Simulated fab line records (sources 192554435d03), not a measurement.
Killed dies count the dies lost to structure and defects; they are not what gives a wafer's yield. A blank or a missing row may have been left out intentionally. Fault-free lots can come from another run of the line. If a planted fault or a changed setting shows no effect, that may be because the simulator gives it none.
Which tool was responsible? + flow n5_finfet + Sampling: 23 lots, 69 wafers, 6 of 1938 route steps

WHAT THE GAUGES READ, wafer by wafer
N5_BEOL_M5_CD_MEAS_35: target cd 28 nm, target cd y 24 nm.
| lot  | measured     | on        | cd_nm (nm)     |
|------|--------------|-----------|----------------|
| L074 | day 8 04:33  | cd_sem-02 | 28.0 28.2 28.3 |
| L075 | day 8 11:16  | cd_sem-01 | 28.2 28.0 27.9 |
| L077 | day 8 19:42  | cd_sem-01 | 28.1 27.9 27.3 |
| L078 | day 8 22:16  | cd_sem-02 | 28.3 28.9 27.8 |
| L079 | day 9 04:54  | cd_sem-02 | 28.4 27.7 27.9 |
| L080 | day 9 12:47  | cd_sem-02 | 28.5 27.7 28.4 |
| L081 | day 9 14:11  | cd_sem-02 | 28.5 28.2 28.3 |
| L082 | day 9 22:25  | cd_sem-03 | 28.3 27.7 28.5 |
| L083 | day 10 10:01 | cd_sem-03 | 28.3 28.4 27.8 |
| L084 | day 10 17:01 | cd_sem-03 | 28.8 27.7 27.7 |
| L085 | day 11 01:02 | cd_sem-03 | 28.2 27.9 28.3 |
| L086 | day 11 04:29 | cd_sem-03 | 28.2 28.1 27.4 |
| L087 | day 11 11:20 | cd_sem-02 | 27.1 27.8 27.2 |
| L088 | day 12 00:10 | cd_sem-03 | 28.0 28.1 28.0 |
| L089 | day 12 00:34 | cd_sem-01 | 27.4 27.8 28.2 |
| L090 | day 12 00:07 | cd_sem-01 | 27.8 27.5 27.9 |
| L091 | day 12 17:46 | cd_sem-01 | 28.0 28.4 27.7 |
| L092 | day 13 00:10 | cd_sem-03 | 27.4 27.6 27.1 |
| L093 | day 13 00:19 | cd_sem-03 | 28.1 27.8 27.6 |
| L094 | day 13 23:24 | cd_sem-02 | 28.4 28.1 28.3 |
| L076 | day 14 01:47 | cd_sem-03 | 28.2 27.8 27.8 |
| L097 | day 14 22:21 | cd_sem-02 | 28.3 27.9 28.0 |
| L096 | day 15 13:14 | cd_sem-01 | 27.7 28.3 28.9 |

WHAT TOOL EACH LOT RAN ON (gives the tool, then ch and the chambers of the sampled wafers, and finally the start)
| lot  | N5_BEOL_M4_SPUTTER_86        | N5_BEOL_M5_HM_DEP_02         | N5_BEOL_M5_DESCUM_33               | N5_BEOL_M5_ETCH_75                 | N5_BEOL_M5_VIA_ETCH_34             |
|------|------------------------------|------------------------------|------------------------------------|------------------------------------|------------------------------------|
| L074 | pvd_sputter-03, day 7 19:59  | pvd_sputter-01, day 8 02:00  | rie_diel-02 ch 2,3, day 8 03:58    | rie_diel-02 ch 2,3, day 8 04:01    | rie_diel-02 ch 2,3, day 8 04:09    |
| L075 | pvd_sputter-03, day 8 01:11  | pvd_sputter-02, day 8 07:43  | rie_diel-02 ch 0,1, day 8 10:41    | rie_diel-02 ch 0,1, day 8 10:43    | rie_diel-02 ch 0,1, day 8 10:52    |
| L077 | pvd_sputter-03, day 8 12:55  | pvd_sputter-02, day 8 17:04  | rie_diel-02 ch 1,2,3, day 8 19:07  | rie_diel-02 ch 1,2,3, day 8 19:09  | rie_diel-02 ch 1,2,3, day 8 19:18  |
| L078 | pvd_sputter-03, day 8 14:58  | pvd_sputter-02, day 8 19:56  | rie_diel-04 ch 0,2,3, day 8 21:41  | rie_diel-04 ch 0,2,3, day 8 21:43  | rie_diel-04 ch 0,2,3, day 8 21:52  |
| L079 | pvd_sputter-02, day 8 21:40  | pvd_sputter-01, day 9 01:32  | rie_diel-05 ch 1,3, day 9 04:20    | rie_diel-05 ch 1,3, day 9 04:22    | rie_diel-05 ch 1,3, day 9 04:31    |
| L080 | pvd_sputter-01, day 9 04:34  | pvd_sputter-03, day 9 09:39  | rie_diel-05 ch 2,3, day 9 12:12    | rie_diel-05 ch 2,3, day 9 12:14    | rie_diel-05 ch 2,3, day 9 12:23    |
| L081 | pvd_sputter-02, day 9 04:36  | pvd_sputter-03, day 9 10:08  | rie_diel-04 ch 0,1,3, day 9 13:36  | rie_diel-04 ch 0,1,3, day 9 13:38  | rie_diel-04 ch 0,1,3, day 9 13:47  |
| L082 | pvd_sputter-01, day 9 15:37  | pvd_sputter-01, day 9 19:47  | rie_diel-02 ch 1,2, day 9 21:50    | rie_diel-02 ch 1,2, day 9 21:52    | rie_diel-02 ch 1,2, day 9 22:01    |
| L083 | pvd_sputter-02, day 10 02:28 | pvd_sputter-01, day 10 07:19 | rie_diel-04 ch 0,2,3, day 10 09:26 | rie_diel-04 ch 0,2,3, day 10 09:29 | rie_diel-04 ch 0,2,3, day 10 09:37 |
| L084 | pvd_sputter-03, day 10 08:56 | pvd_sputter-03, day 10 14:34 | rie_diel-02 ch 0,3, day 10 16:26   | rie_diel-02 ch 0,3, day 10 16:28   | rie_diel-02 ch 0,3, day 10 16:37   |
| L085 | pvd_sputter-02, day 10 14:39 | pvd_sputter-02, day 10 20:27 | rie_diel-04 ch 2,3, day 11 00:28   | rie_diel-04 ch 2,3, day 11 00:31   | rie_diel-04 ch 2,3, day 11 00:39   |
| L086 | pvd_sputter-02, day 10 19:08 | pvd_sputter-02, day 11 00:33 | rie_diel-04 ch 0,1,2, day 11 03:54 | rie_diel-04 ch 0,1,2, day 11 03:56 | rie_diel-04 ch 0,1,2, day 11 04:05 |
| L087 | pvd_sputter-02, day 11 02:34 | pvd_sputter-03, day 11 08:04 | rie_diel-04 ch 0,1,2, day 11 10:46 | rie_diel-04 ch 0,1,2, day 11 10:47 | rie_diel-04 ch 0,1,2, day 11 10:56 |
| L088 | pvd_sputter-03, day 11 10:11 | pvd_sputter-03, day 11 17:07 | rie_diel-04 ch 0,1,2, day 11 23:35 | rie_diel-04 ch 0,1,2, day 11 23:38 | rie_diel-04 ch 0,1,2, day 11 23:46 |
| L089 | pvd_sputter-02, day 11 13:05 | pvd_sputter-03, day 11 17:37 | rie_diel-04 ch 1,2, day 11 23:59   | rie_diel-04 ch 1,2, day 12 00:01   | rie_diel-04 ch 1,2, day 12 00:10   |
| L090 | pvd_sputter-03, day 11 13:22 | pvd_sputter-03, day 11 17:43 | rie_diel-05 ch 0,1,2, day 11 23:32 | rie_diel-05 ch 0,1,2, day 11 23:35 | rie_diel-05 ch 0,1,2, day 11 23:43 |
| L091 | pvd_sputter-02, day 12 09:41 | pvd_sputter-01, day 12 15:02 | rie_diel-05 ch 1,2,3, day 12 17:11 | rie_diel-05 ch 1,2,3, day 12 17:14 | rie_diel-05 ch 1,2,3, day 12 17:22 |
| L092 | pvd_sputter-02, day 12 14:40 | pvd_sputter-01, day 12 21:05 | rie_diel-02 ch 1,2,3, day 12 23:35 | rie_diel-02 ch 1,2,3, day 12 23:37 | rie_diel-02 ch 1,2,3, day 12 23:46 |
| L093 | pvd_sputter-01, day 12 16:15 | pvd_sputter-01, day 12 21:42 | rie_diel-04 ch 0,1, day 12 23:44   | rie_diel-04 ch 0,1, day 12 23:46   | rie_diel-04 ch 0,1, day 12 23:55   |
| L094 | pvd_sputter-03, day 13 14:25 | pvd_sputter-01, day 13 19:26 | rie_diel-02 ch 0,2,3, day 13 22:49 | rie_diel-02 ch 0,2,3, day 13 22:52 | rie_diel-02 ch 0,2,3, day 13 23:01 |
| L076 | pvd_sputter-01, day 13 17:22 | pvd_sputter-02, day 13 22:19 | rie_diel-02 ch 0,2,3, day 14 01:12 | rie_diel-02 ch 0,2,3, day 14 01:14 | rie_diel-02 ch 0,2,3, day 14 01:23 |
| L097 | pvd_sputter-03, day 14 14:32 | pvd_sputter-03, day 14 19:40 | rie_diel-02 ch 2,3, day 14 21:47   | rie_diel-02 ch 2,3, day 14 21:49   | rie_diel-02 ch 2,3, day 14 21:58   |
| L096 | pvd_sputter-02, day 15 03:27 | pvd_sputter-02, day 15 09:31 | rie_diel-05 ch 0,1,2, day 15 12:40 | rie_diel-05 ch 0,1,2, day 15 12:42 | rie_diel-05 ch 0,1,2, day 15 12:50 |
- N5_BEOL_M4_SPUTTER_86: material Cu, target thk 4.5 nm, time 8.29 s.
- N5_BEOL_M5_HM_DEP_02: deposits TiN, target thk 20 nm.
- N5_BEOL_M5_DESCUM_33: chemistry O2, time 7 s.
- N5_BEOL_M5_ETCH_75: etches underlayer in N2/H2, target depth 6.5 nm, time 5.2 s.
- N5_BEOL_M5_VIA_ETCH_34: etches SiCOH lowk in C4F6/O2, target depth 88.3 nm, time 39.2 s.

WHAT THE TOOLS THEMSELVES READ (means of the sampled wafers that have a number; where no wafer has one, the mark that the record gives instead)
N5_BEOL_M4_SPUTTER_86.
| lot  | tool           | throttle_valve_pct (%) |
|------|----------------|------------------------|
| L074 | pvd_sputter-03 | 29.1                   |
| L075 | pvd_sputter-03 | 29.2                   |
| L077 | pvd_sputter-03 | 28.2                   |
| L078 | pvd_sputter-03 | 28.1                   |
| L079 | pvd_sputter-02 | 29.8                   |
| L080 | pvd_sputter-01 | 30.1                   |
| L081 | pvd_sputter-02 | 30.3                   |
| L082 | pvd_sputter-01 | 30.0                   |
| L083 | pvd_sputter-02 | 30.3                   |
| L084 | pvd_sputter-03 | 28.2                   |
| L085 | pvd_sputter-02 | 31.0                   |
| L086 | pvd_sputter-02 | 30.4                   |
| L087 | pvd_sputter-02 | 30.3                   |
| L088 | pvd_sputter-03 | 28.5                   |
| L089 | pvd_sputter-02 | 29.7                   |
| L090 | pvd_sputter-03 | 28.5                   |
| L091 | pvd_sputter-02 | 30.2                   |
| L092 | pvd_sputter-02 | 30.3                   |
| L093 | pvd_sputter-01 | 30.8                   |
| L094 | pvd_sputter-03 | 29.2                   |
| L076 | pvd_sputter-01 | 29.9                   |
| L097 | pvd_sputter-03 | 29.1                   |
| L096 | pvd_sputter-02 | 30.3                   |

N5_BEOL_M5_HM_DEP_02.
| lot  | tool           | throttle_valve_pct (%) |
|------|----------------|------------------------|
| L074 | pvd_sputter-01 | 29.8                   |
| L075 | pvd_sputter-02 | 29.8                   |
| L077 | pvd_sputter-02 | 29.5                   |
| L078 | pvd_sputter-02 | 30.3                   |
| L079 | pvd_sputter-01 | 30.0                   |
| L080 | pvd_sputter-03 | 28.9                   |
| L081 | pvd_sputter-03 | 30.1                   |
| L082 | pvd_sputter-01 | 28.6                   |
| L083 | pvd_sputter-01 | 29.0                   |
| L084 | pvd_sputter-03 | 29.9                   |
| L085 | pvd_sputter-02 | 30.5                   |
| L086 | pvd_sputter-02 | 30.3                   |
| L087 | pvd_sputter-03 | 28.2                   |
| L088 | pvd_sputter-03 | 28.3                   |
| L089 | pvd_sputter-03 | 29.1                   |
| L090 | pvd_sputter-03 | 29.1                   |
| L091 | pvd_sputter-01 | 29.7                   |
| L092 | pvd_sputter-01 | 30.5                   |
| L093 | pvd_sputter-01 | 30.0                   |
| L094 | pvd_sputter-01 | 30.1                   |
| L076 | pvd_sputter-02 | 29.7                   |
| L097 | pvd_sputter-03 | 28.9                   |
| L096 | pvd_sputter-02 | 30.5                   |

N5_BEOL_M5_DESCUM_33.
| lot  | tool        | drypump_motor_current_A (A) | oes_product_au (a.u.) | rf_fwd_power_W (W) | rf_vpp_V (V) | showerhead_plenum_p_Torr (Torr) | throttle_valve_pct (%) |
|------|-------------|-----------------------------|-----------------------|--------------------|--------------|---------------------------------|------------------------|
| L074 | rie_diel-02 | 5.7                         | 0.87                  | 49.67              | 245.0        | 2.21                            | 20.29                  |
| L075 | rie_diel-02 | 5.7                         | 0.82                  | 49.51              | 243.2        | 2.11                            | 20.59                  |
| L077 | rie_diel-02 | 5.8                         | 0.85                  | 49.64              | 244.8        | 2.17                            | 20.44                  |
| L078 | rie_diel-04 | 5.3                         | 0.78                  | 49.51              | 244.2        | 2.13                            | 20.51                  |
| L079 | rie_diel-05 | 5.9                         | 0.78                  | 49.58              | 242.8        | 2.06                            | 20.41                  |
| L080 | rie_diel-05 | 5.6                         | 0.74                  | 49.51              | 241.8        | 2.00                            | 20.61                  |
| L081 | rie_diel-04 | 5.3                         | 0.71                  | 49.56              | 243.8        | 2.14                            | 20.54                  |
| L082 | rie_diel-02 | 5.8                         | 0.79                  | 49.45              | 244.2        | 2.16                            | 20.54                  |
| L083 | rie_diel-04 | 5.3                         | 0.76                  | 49.51              | 244.2        | 2.12                            | 20.52                  |
| L084 | rie_diel-02 | 5.7                         | 0.86                  | 49.51              | 244.9        | 2.18                            | 20.36                  |
| L085 | rie_diel-04 | 5.1                         | 0.81                  | 49.52              | 243.8        | 2.10                            | 20.57                  |
| L086 | rie_diel-04 | 5.2                         | 0.77                  | 49.24              | 244.6        | 2.17                            | 20.51                  |
| L087 | rie_diel-04 | 5.1                         | 0.77                  | 49.48              | 244.0        | 2.17                            | 20.51                  |
| L088 | rie_diel-04 | 5.2                         | 0.77                  | 49.48              | 243.8        | 2.17                            | 20.51                  |
| L089 | rie_diel-04 | 5.0                         | 0.78                  | 49.60              | 243.8        | 2.16                            | 20.57                  |
| L090 | rie_diel-05 | 5.6                         | 0.81                  | 49.49              | 244.0        | 2.08                            | 20.65                  |
| L091 | rie_diel-05 | 5.7                         | 0.74                  | 49.37              | 241.5        | 2.03                            | 20.55                  |
| L092 | rie_diel-02 | 5.8                         | 0.81                  | 49.56              | 244.3        | 2.16                            | 20.48                  |
| L093 | rie_diel-04 | 5.3                         | 0.71                  | 49.57              | 244.0        | 2.18                            | 20.49                  |
| L094 | rie_diel-02 | 5.6                         | 0.78                  | 49.75              | 243.9        | 2.16                            | 20.47                  |
| L076 | rie_diel-02 | 5.7                         | 0.78                  | 49.47              | 244.1        | 2.16                            | 20.47                  |
| L097 | rie_diel-02 | 5.7                         | 0.82                  | 49.71              | 243.9        | 2.19                            | 20.36                  |
| L096 | rie_diel-05 | 5.6                         | 0.78                  | 49.37              | 241.9        | 2.07                            | 20.67                  |

N5_BEOL_M5_ETCH_75.
| lot  | tool        | drypump_motor_current_A (A) | etch_rf_on_time_s (s) | oes_product_au (a.u.) | rf_fwd_power_W (W) | rf_vpp_V (V) | showerhead_plenum_p_Torr (Torr) | throttle_valve_pct (%) |
|------|-------------|-----------------------------|-----------------------|-----------------------|--------------------|--------------|---------------------------------|------------------------|
| L074 | rie_diel-02 | 5.7                         | 5.05                  | 0.76                  | 819.9              | 527.7        | 2.70                            | 17.76                  |
| L075 | rie_diel-02 | 5.8                         | 5.20                  | 0.70                  | 822.0              | 524.9        | 2.58                            | 18.09                  |
| L077 | rie_diel-02 | 5.8                         | 5.06                  | 0.73                  | 819.7              | 527.4        | 2.65                            | 17.91                  |
| L078 | rie_diel-04 | 5.3                         | 5.22                  | 0.66                  | 820.6              | 524.6        | 2.59                            | 17.94                  |
| L079 | rie_diel-05 | 5.9                         | 5.19                  | 0.67                  | 817.0              | 524.1        | 2.53                            | 18.05                  |
| L080 | rie_diel-05 | 5.6                         | 5.20                  | 0.63                  | 820.1              | 521.1        | 2.42                            | 17.96                  |
| L081 | rie_diel-04 | 5.3                         | 5.28                  | 0.61                  | 818.4              | 525.2        | 2.60                            | 17.96                  |
| L082 | rie_diel-02 | 5.8                         | 5.09                  | 0.68                  | 817.7              | 524.6        | 2.63                            | 17.98                  |
| L083 | rie_diel-04 | 5.2                         | 5.16                  | 0.65                  | 820.3              | 525.4        | 2.58                            | 17.95                  |
| L084 | rie_diel-02 | 5.6                         | 5.11                  | 0.73                  | 816.5              | 526.9        | 2.66                            | 17.84                  |
| L085 | rie_diel-04 | 5.1                         | 5.10                  | 0.70                  | 819.0              | 524.5        | 2.57                            | 18.00                  |
| L086 | rie_diel-04 | 5.2                         | 5.27                  | 0.67                  | 819.5              | 525.3        | 2.62                            | 17.84                  |
| L087 | rie_diel-04 | 5.2                         | 5.26                  | 0.66                  | 818.6              | 526.2        | 2.62                            | 17.82                  |
| L088 | rie_diel-04 | 5.2                         | 5.20                  | 0.66                  | 818.7              | 526.8        | 2.62                            | 17.84                  |
| L089 | rie_diel-04 | 5.0                         | 5.44                  | 0.66                  | 819.7              | 525.4        | 2.62                            | 17.87                  |
| L090 | rie_diel-05 | 5.6                         | 5.15                  | 0.70                  | 819.7              | 522.8        | 2.54                            | 18.22                  |
| L091 | rie_diel-05 | 5.7                         | 5.23                  | 0.63                  | 819.7              | 521.1        | 2.46                            | 18.04                  |
| L092 | rie_diel-02 | 5.8                         | 5.10                  | 0.70                  | 820.9              | 525.9        | 2.64                            | 17.95                  |
| L093 | rie_diel-04 | 5.3                         | 5.34                  | 0.60                  | 819.3              | 526.1        | 2.62                            | 17.81                  |
| L094 | rie_diel-02 | 5.7                         | 5.14                  | 0.67                  | 818.3              | 524.7        | 2.64                            | 17.94                  |
| L076 | rie_diel-02 | 5.7                         | 5.11                  | 0.67                  | 819.1              | 526.4        | 2.63                            | 17.93                  |
| L097 | rie_diel-02 | 5.8                         | 5.07                  | 0.70                  | 819.6              | 528.5        | 2.68                            | 17.86                  |
| L096 | rie_diel-05 | 5.6                         | 5.20                  | 0.66                  | 821.5              | 523.9        | 2.53                            | 18.27                  |

N5_BEOL_M5_VIA_ETCH_34.
| lot  | tool        | drypump_motor_current_A (A) | oes_product_au (a.u.) | rf_fwd_power_W (W) | rf_vpp_V (V) | showerhead_plenum_p_Torr (Torr) | throttle_valve_pct (%) |
|------|-------------|-----------------------------|-----------------------|--------------------|--------------|---------------------------------|------------------------|
| L074 | rie_diel-02 | 5.7                         | 0.88                  | 343.5              | 671          | 3.02                            | 20.90                  |
| L075 | rie_diel-02 | 5.7                         | 0.82                  | 342.0              | 662          | 2.89                            | 21.15                  |
| L077 | rie_diel-02 | 5.8                         | 0.86                  | 342.0              | 674          | 2.97                            | 21.03                  |
| L078 | rie_diel-04 | 5.3                         | 0.78                  | 342.2              | 683          | 2.89                            | 20.96                  |
| L079 | rie_diel-05 | 5.9                         | 0.79                  | 343.3              | 669          | 2.82                            | 20.96                  |
| L080 | rie_diel-05 | 5.6                         | 0.74                  | 342.8              | 646          | 2.72                            | 20.98                  |
| L081 | rie_diel-04 | 5.3                         | 0.71                  | 341.8              | 682          | 2.90                            | 20.94                  |
| L082 | rie_diel-02 | 5.8                         | 0.79                  | 341.6              | 685          | 2.94                            | 21.04                  |
| L083 | rie_diel-04 | 5.3                         | 0.77                  | 341.1              | 682          | 2.89                            | 20.98                  |
| L084 | rie_diel-02 | 5.7                         | 0.86                  | 343.4              | 657          | 2.99                            | 20.99                  |
| L085 | rie_diel-04 | 5.1                         | 0.81                  | 340.8              | 680          | 2.88                            | 21.10                  |
| L086 | rie_diel-04 | 5.2                         | 0.78                  | 341.7              | 684          | 2.94                            | 20.94                  |
| L087 | rie_diel-04 | 5.1                         | 0.77                  | 341.3              | 682          | 2.94                            | 20.94                  |
| L088 | rie_diel-04 | 5.2                         | 0.77                  | 341.1              | 682          | 2.93                            | 20.95                  |
| L089 | rie_diel-04 | 5.0                         | 0.78                  | 341.6              | 681          | 2.94                            | 21.03                  |
| L090 | rie_diel-05 | 5.6                         | 0.81                  | 341.9              | 663          | 2.82                            | 21.05                  |
| L091 | rie_diel-05 | 5.8                         | 0.74                  | 340.9              | 658          | 2.76                            | 21.02                  |
| L092 | rie_diel-02 | 5.8                         | 0.82                  | 341.5              | 673          | 2.96                            | 21.06                  |
| L093 | rie_diel-04 | 5.3                         | 0.72                  | 341.7              | 684          | 2.94                            | 20.85                  |
| L094 | rie_diel-02 | 5.7                         | 0.78                  | 341.8              | 671          | 2.95                            | 21.02                  |
| L076 | rie_diel-02 | 5.7                         | 0.78                  | 342.2              | 670          | 2.95                            | 21.04                  |
| L097 | rie_diel-02 | 5.7                         | 0.81                  | 342.1              | 669          | 3.00                            | 20.96                  |
| L096 | rie_diel-05 | 5.6                         | 0.77                  | 342.8              | 662          | 2.81                            | 21.09                  |

THE ANSWER, worked out from the rows above alone
Rule: the usual values come from the lots themselves. The widest of any qualifying gaps counts: lots, ordered by their means at a reading, are off when they make up no more than a third of the lots, leave a main group of 4 or more, and stand apart from it by 3 or more times the standard deviation of that group's means. If all means in a main group match to the digits the tables above print for the reading, that group is not used. A lot without any number at a reading at which 4 lots or more have one is off too. The other lots that the step has rows for count as sound. First the gauges in route order, then the tools' own readings, where a lot's mean is used as printed above. At the first step where some lot is off, the reading lying furthest off is the one used; lots without a number count as furthest.
No lot is off on any of the readings shown, so nothing can be concluded from this.

WHAT THE SIMULATOR HAD PUT IN
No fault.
